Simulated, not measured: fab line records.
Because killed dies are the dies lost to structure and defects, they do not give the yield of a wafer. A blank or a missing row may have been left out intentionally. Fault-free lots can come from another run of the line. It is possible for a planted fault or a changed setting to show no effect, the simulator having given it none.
Matching of chambers    flow n5_finfet    4 sister chambers for N5_BEOL_M11_ETCH_62 on rie_diel-06
The step etches SOC in N2/H2, target depth 110 nm, overetch 22 nm, time 165 s. 20 wafers are shown with their chamber, then 10 later ones without.

WAFERS, EACH WITH ITS CHAMBER
wafer   chamber  drypump_motor_current_A (A)  showerhead_plenum_p_Torr (Torr)  throttle_valve_pct (%)
L074.2  3        6.4                          2.42                             17.60
L074.3  2        5.5                          2.44                             18.20
L074.6  0        5.5                          2.62                             18.45
L077.2  2        5.5                          2.44                             18.18
L077.4  1        5.9                          2.44                             18.09
L077.6  1        5.9                          2.44                             18.10
L081.2  0        5.5                          2.61                             18.48
L081.5  0        5.5                          2.61                             18.49
L081.6  3        6.3                          2.41                             17.64
L086.3  2        5.5                          2.43                             18.22
L086.4  0        5.5                          2.61                             18.48
L086.5  0        5.5                          2.61                             18.49
L090.1  2        5.5                          2.43                             18.22
L090.3  1        5.9                          2.43                             18.13
L090.4  2        5.4                          2.43                             18.23
L091.2  3        6.4                          2.41                             17.67
L091.3  2        5.5                          2.43                             18.25
L091.6  2        5.5                          2.43                             18.22
L094.1  2        5.5                          2.42                             18.25
L094.2  1        5.9                          2.42                             18.15

SIGNATURES, as means of the wafers listed above
reading                   chamber 0  chamber 1  chamber 2  chamber 3  scatter within a chamber
drypump_motor_current_A   5.500      5.900      5.487      6.367      0.031
showerhead_plenum_p_Torr  2.6120     2.4325     2.4312     2.4133     0.00666
throttle_valve_pct        18.4780    18.1175    18.2212    17.6367    0.0246
Rule: a wafer lies at a distance from a chamber equal to the root of the sum of squares, over the readings, of (its reading less the chamber's mean, divided by the reading's scatter). If the next closest chamber is less than 2 further off than the closest, the wafer can't be placed; otherwise it belongs to the closest. The scatter is the square root of a quotient: the sum, over the shown wafers, of each reading's squared deviation from its chamber's mean, divided by wafers minus chambers.

WAFERS WHOSE CHAMBER IS MISSING
wafer   drypump_motor_current_A (A)  showerhead_plenum_p_Torr (Torr)  throttle_valve_pct (%)
L094.4  5.9                          2.42                             18.16
L093.1  5.5                          2.60                             18.04
L093.3  5.5                          2.42                             18.25
L093.5  5.9                          2.42                             18.17
L097.4  5.9                          2.42                             18.16
L097.5  5.5                          2.42                             18.27
L097.6  5.5                          2.60                             18.04
L095.2  5.5                          2.60                             18.07
L095.4  5.5                          2.60                             18.05
L095.6  5.9                          2.42                             18.18

THE CHAMBER EACH PASSED THROUGH
wafer   from the rows above  in truth
L094.4  1                    1
L093.1  0                    0
L093.3  2                    2
L093.5  1                    1
L097.4  1                    1
L097.5  2                    2
L097.6  0                    0
L095.2  0                    0
L095.4  0                    0
L095.6  1                    1
10 of 10 placed correctly. From these rows, 0 cannot be placed. Number placed wrongly: 0.
